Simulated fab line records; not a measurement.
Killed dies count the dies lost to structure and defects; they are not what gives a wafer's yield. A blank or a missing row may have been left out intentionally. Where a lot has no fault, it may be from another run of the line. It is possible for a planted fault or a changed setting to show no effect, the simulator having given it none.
fab line records    flow n5_finfet
[record] lots = 12  wafers = 35  last_day = 17
route steps=1938 shown BEOL_M5@1176 PASSIVATION@1936
lots that met no fault: taken from a fault-free run of the same line
start_h: start of the lot's first displayed wafer, in hours after the record's first day    wait_h: hours from the lot's prior step to this one    " repeats the value in the row above    L1.1+2: several wafers, shown together as one row    - no value, or no start given    * or withheld: withheld    < > ~ a bound
route shown NAME@n: a module of which the file shows steps, and the number in the route of the first    usual: average and standard deviation across the fault-free wafers    same: alike in all rows    chamber/n: place in a boat    sites: each site's reading    _std_site: the standard deviation of these    _edge_site: inner sites' mean taken away from outer sites' mean    radius_mm: how far each site lies from the wafer's centre    mask NAME#n: copy n    behind: the most recent tool/chamber to have shaped the wafer    hold: why the lot went on hold/how many hours it stayed there/how the hold came to an end    device: names the non-switching transistor (n, p or np)    end of line: the same wafers' tests at the end of the route    a step given without rows: its recipe and nothing more    killed: at the first sort, the dies lost to defects and structure; wafer yield is something else    map: the dies of a wafer, with x for killed, . for not killed, _ for no die there
set.NAME: the setting the step ran with; set.NAME@STEP: the setting that earlier step ran with    model.NAME: the simulator's own value behind a step, which no gauge read
a sample of lots followed through the steps of the route, with each step as a table and each wafer as a row
services: when a tool's chamber went out of use (start_h, in hours from the record's first day, below 0 if earlier), for how many hours, and the reason
[[steps]]
[step N5_BEOL_M5_ANNEAL_49]
[recipe] temp_c = 400  time_s = 1800  ambient = vacuum
[usual] heater_power_w = 812/70  susceptor_temp_C = 400.00/0.24
lot.wafer  tool            chamber  start_h  wait_h  heater_power_w  susceptor_temp_C
L175.3     pvd_sputter-03  -        166.44   0.0     854             400.05
L175.4     "               -        "        "       826             400.13
L175.5     "               -        "        "       834             399.93
L176.2     pvd_sputter-03  -        174.53   0.0     814             399.57
L176.4     "               -        "        "       785             399.60
L176.6     "               -        "        "       795             399.78
L178.1     pvd_sputter-03  -        183.48   0.0     804             399.67
L178.2     "               -        "        "       811             399.98
L178.5     "               -        "        "       820             399.73
L177.2     pvd_sputter-01  -        185.21   0.0     966             400.08
L177.5     "               -        "        "       899             399.91
L177.6     "               -        "        "       755             400.01
L180.4     pvd_sputter-01  -        202.76   0.0     906             400.07
L180.5     "               -        "        "       754             399.72
L187.1     pvd_sputter-01  -        242.89   0.0     786             400.11
L187.2     "               -        "        "       785             399.85
L187.5     "               -        "        "       758             400.09
L188.1     pvd_sputter-03  -        250.31   0.0     826             399.61
L188.4     "               -        "        "       792             400.02
L188.6     "               -        "        "       783             399.83
L190.2     pvd_sputter-01  -        252.47   0.0     764             399.49
L190.5     "               -        "        "       766             399.71
L190.6     "               -        "        "       909             400.13
L189.1     pvd_sputter-02  -        262.72   0.0     854             400.34
L189.3     "               -        "        "       789             399.78
L189.6     "               -        "        "       706             399.79
L193.2     pvd_sputter-01  -        285.61   0.0     909             399.63
L193.3     "               -        "        "       785             399.89
L193.5     "               -        "        "       802             399.69
L197.3     pvd_sputter-02  -        309.52   0.0     858             400.41
L197.5     "               -        "        "       833             399.90
L197.6     "               -        "        "       749             400.08
L198.1     pvd_sputter-03  -        312.32   0.0     815             399.97
L198.2     "               -        "        "       794             400.21
L198.6     "               -        "        "       823             400.20
[step N5_BEOL_M5_SPUTTER_81]
[recipe] material = Cu  target_thk_a = 150  temp_c = -20  chamber_pressure_pa = 0.07  power_w = withheld  time_s = 27.62
[usual] substrate_temp_c = -20.01/0.11  throttle_valve_pct = 30.2/0.94
lot.wafer  tool            chamber  start_h  wait_h  substrate_temp_c  throttle_valve_pct
L175.3     pvd_sputter-03  -        167.44   0.5     -20.06            29.4
L175.4     "               -        "        "       -20.11            29.5
L175.5     "               -        "        "       -19.96            28.4
L176.2     pvd_sputter-03  -        175.53   0.5     -19.99            28.6
L176.4     "               -        "        "       -19.88            29.9
L176.6     "               -        "        "       -19.90            28.3
L178.1     pvd_sputter-03  -        184.48   0.5     -20.01            28.5
L178.2     "               -        "        "       -20.01            29.8
L178.5     "               -        "        "       -19.95            29.6
L177.2     pvd_sputter-01  -        186.22   0.5     -20.16            31.3
L177.5     "               -        "        "       -20.12            29.0
L177.6     "               -        "        "       -19.90            31.1
L180.4     pvd_sputter-01  -        203.77   0.5     -20.06            29.1
L180.5     "               -        "        "       -20.04            31.3
L187.1     pvd_sputter-01  -        243.89   0.5     -19.89            30.9
L187.2     "               -        "        "       -20.07            29.2
L187.5     "               -        "        "       -19.79            31.1
L188.1     pvd_sputter-03  -        251.32   0.5     -20.06            28.3
L188.4     "               -        "        "       -20.20            29.8
L188.6     "               -        "        "       -19.97            30.4
L190.2     pvd_sputter-01  -        253.48   0.5     -20.06            31.2
L190.5     "               -        "        "       -20.08            30.7
L190.6     "               -        "        "       -19.76            29.2
L189.1     pvd_sputter-02  -        263.73   0.5     -20.08            29.6
L189.3     "               -        "        "       -20.20            31.0
L189.6     "               -        "        "       -19.91            30.4
L193.2     pvd_sputter-01  -        286.61   0.5     -19.99            29.1
L193.3     "               -        "        "       -20.19            31.0
L193.5     "               -        "        "       -20.23            29.3
L197.3     pvd_sputter-02  -        310.53   0.5     -19.74            29.6
L197.5     "               -        "        "       -19.92            31.3
L197.6     "               -        "        "       -19.96            30.5
L198.1     pvd_sputter-03  -        313.32   0.5     -20.16            28.6
L198.2     "               -        "        "       -20.02            30.1
L198.6     "               -        "        "       -20.02            29.7
[step N5_BEOL_M5_ANNEAL_82]
[recipe] temp_c = 400  time_s = 1800  ambient = vacuum
[usual] heater_power_w = 808/68  susceptor_temp_C = 400.02/0.22
lot.wafer  tool            chamber  start_h  wait_h  heater_power_w  susceptor_temp_C
L175.3     pvd_sputter-03  -        167.52   0.0     832             399.68
L175.4     "               -        "        "       839             399.67
L175.5     "               -        "        "       812             400.42
L176.2     pvd_sputter-03  -        175.61   0.0     811             399.79
L176.4     "               -        "        "       763             400.04
L176.6     "               -        "        "       794             399.68
L178.1     pvd_sputter-03  -        184.56   0.0     794             399.79
L178.2     "               -        "        "       825             400.10
L178.5     "               -        "        "       820             400.16
L177.2     pvd_sputter-01  -        186.30   0.0     949             399.96
L177.5     "               -        "        "       887             400.15
L177.6     "               -        "        "       773             399.95
L180.4     pvd_sputter-01  -        203.85   0.0     914             399.67
L180.5     "               -        "        "       767             400.04
L187.1     pvd_sputter-01  -        243.97   0.0     -               -
L187.2     "               -        "        "       -               -
L187.5     "               -        "        "       -               -
L188.1     pvd_sputter-03  -        251.40   0.0     -               -
L188.4     "               -        "        "       -               -
L188.6     "               -        "        "       -               -
L190.2     pvd_sputter-01  -        253.56   0.0     -               -
L190.5     "               -        "        "       -               -
L190.6     "               -        "        "       -               -
L189.1     pvd_sputter-02  -        263.81   0.0     847             399.99
L189.3     "               -        "        "       793             400.24
L189.6     "               -        "        "       717             399.76
L193.2     pvd_sputter-01  -        286.69   0.0     898             399.96
L193.3     "               -        "        "       764             400.35
L193.5     "               -        "        "       773             399.89
L197.3     pvd_sputter-02  -        310.61   0.0     881             400.25
L197.5     "               -        "        "       836             400.06
L197.6     "               -        "        "       725             399.60
L198.1     pvd_sputter-03  -        313.40   0.0     829             400.03
L198.2     "               -        "        "       778             400.00
L198.6     "               -        "        "       826             400.43
[step N5_BEOL_M5_ANNEAL_84]
[recipe] temp_c = 400  time_s = 1800  ambient = vacuum
[usual] heater_power_w = 811/70  susceptor_temp_C = 399.98/0.24
lot.wafer  tool            chamber  start_h  wait_h  heater_power_w  susceptor_temp_C
L175.3     pvd_sputter-03  -        168.61   0.0     827             399.75
L175.4     "               -        "        "       833             400.01
L175.5     "               -        "        "       806             399.44
L176.2     pvd_sputter-03  -        176.70   0.0     793             400.11
L176.4     "               -        "        "       790             399.77
L176.6     "               -        "        "       823             400.21
L178.1     pvd_sputter-03  -        185.65   0.0     828             400.77
L178.2     "               -        "        "       829             399.94
L178.5     "               -        "        "       794             400.12
L177.2     pvd_sputter-01  -        187.39   0.0     954             400.09
L177.5     "               -        "        "       878             399.96
L177.6     "               -        "        "       777             399.99
L180.4     pvd_sputter-01  -        204.93   0.0     915             400.24
L180.5     "               -        "        "       759             399.83
L187.1     pvd_sputter-01  -        245.06   0.0     758             400.24
L187.2     "               -        "        "       785             399.70
L187.5     "               -        "        "       743             400.10
L188.1     pvd_sputter-03  -        252.48   0.0     812             399.58
L188.4     "               -        "        "       791             400.04
L188.6     "               -        "        "       774             399.96
L190.2     pvd_sputter-01  -        254.64   0.0     758             400.19
L190.5     "               -        "        "       752             399.99
L190.6     "               -        "        "       919             399.95
L189.1     pvd_sputter-02  -        264.89   0.0     856             399.99
L189.3     "               -        "        "       775             399.44
L189.6     "               -        "        "       718             399.98
L193.2     pvd_sputter-01  -        287.78   0.0     895             399.92
L193.3     "               -        "        "       769             399.80
L193.5     "               -        "        "       800             399.96
L197.3     pvd_sputter-02  -        311.70   0.0     873             399.94
L197.5     "               -        "        "       823             399.82
L197.6     "               -        "        "       693             399.82
L198.1     pvd_sputter-03  -        314.49   0.0     800             399.59
L198.2     "               -        "        "       770             399.90
L198.6     "               -        "        "       834             399.84
[step N5_PASSIVATION_PROBE_49]
[usual] defect_limited_yield = 91.1/1.5  killed_at_M0_to_M3 = 35/11  killed_at_M4_up = 13/5.7  killed_at_contacts = 12/5.7  killed_at_front_end = 40/11  killed_at_other = 4/4.4  killed_dies = 105/18  killed_open = 68/14  killed_short = 34/7.4  sort_bin_5_function = 5.2/1  sort_bin_6_memory = 3.3/0.67  sort_bin_8_speed = 0.04/0.29  sort_n_pass = 1074/18  sort_yield_pct = 91.0/1.5
[same] gross_dies = 1180  killed_at_back_side = 0  sort_bin_4_leakage[%] = 0
lot.wafer  tool       chamber  start_h  wait_h  defect_limited_yield[%]  killed_at_M0_to_M3  killed_at_M4_up  killed_at_contacts  killed_at_front_end  killed_at_other  killed_dies  killed_open  killed_short  sort_bin_5_function[%]  sort_bin_6_memory[%]  sort_bin_8_speed[%]  sort_n_pass  sort_yield_pct[%]
L190.2     prober-02  -        345.61   0.1     93.1                     30                  5                8                   30                   9                82           42           37            4.4                     2.3                   0                    1098         93.1
L190.5     prober-02  -        345.76   0.2     92.1                     27                  12               12                  41                   1                93           56           37            4.6                     3.0                   0                    1087         92.1
L190.6     prober-02  -        345.81   0.3     92.5                     27                  11               10                  28                   13               89           52           29            4.5                     2.8                   0                    1091         92.5
// killed by level:class
L190.2 BEOL_M0_SAQP:geometric_particle:short=10 STI_FIN_REVEAL:geometric_particle:open=8 MOL_CONTACT_COAG:geometric_particle:open=6 BEOL_M3:geometric_particle:open=6 GATE_CUT:geometric_particle:short=5 BEOL_M3:geometric_particle:short=4 MIM_TOP_ETCH:geometric_particle:open=4 STI_FIN_REVEAL:geometric_particle:short=3
L190.5 FIN_SAQP:geometric_particle:short=12 MOL_CONTACT_COAG:geometric_particle:open=10 BEOL_M0_SAQP:geometric_particle:open=8 GATE_CUT:geometric_particle:open=7 STI_FIN_REVEAL:geometric_particle:open=5 GATE_CUT:geometric_particle:short=5 BEOL_M0_SAQP:geometric_particle:short=5 BEOL_M2:geometric_particle:open=5
L190.6 MIM_TOP_ETCH:area_etch=8 MOL_CONTACT_COAG:geometric_particle:open=6 BEOL_M2:geometric_particle:open=6 BEOL_M0_SAQP:geometric_particle:open=5 BEOL_M4:geometric_particle:open=5 ILD0:geometric_particle:short=4 MOL_CONTACT_COAG:geometric_particle:short=4 BEOL_M0:geometric_particle:open=4
[[services]]
tool            chamber  start_h  hours  kind
pvd_sputter-01  -        144.28   0.7    repair
pvd_sputter-02  -        177.09   4.0    repair
[[key]]
[first_sign] step = N5_BEOL_M5_ANNEAL_82  reading = tool_record  direction = missing
effect none on later readings
met_at N5_BEOL_M5_ANNEAL_82
struck_lots L187,L188,L190
not_acting_at N5_BEOL_M5_ANNEAL_49,N5_BEOL_M5_SPUTTER_81,N5_BEOL_M5_ANNEAL_84
onset_between 203.85 243.97
[fault] kind = skipped_step_whole  tool = pvd_sputter-01,pvd_sputter-03  chamber = -  onset_h = 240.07  steps = N5_BEOL_M5_ANNEAL_82  scope = struck_lots_only
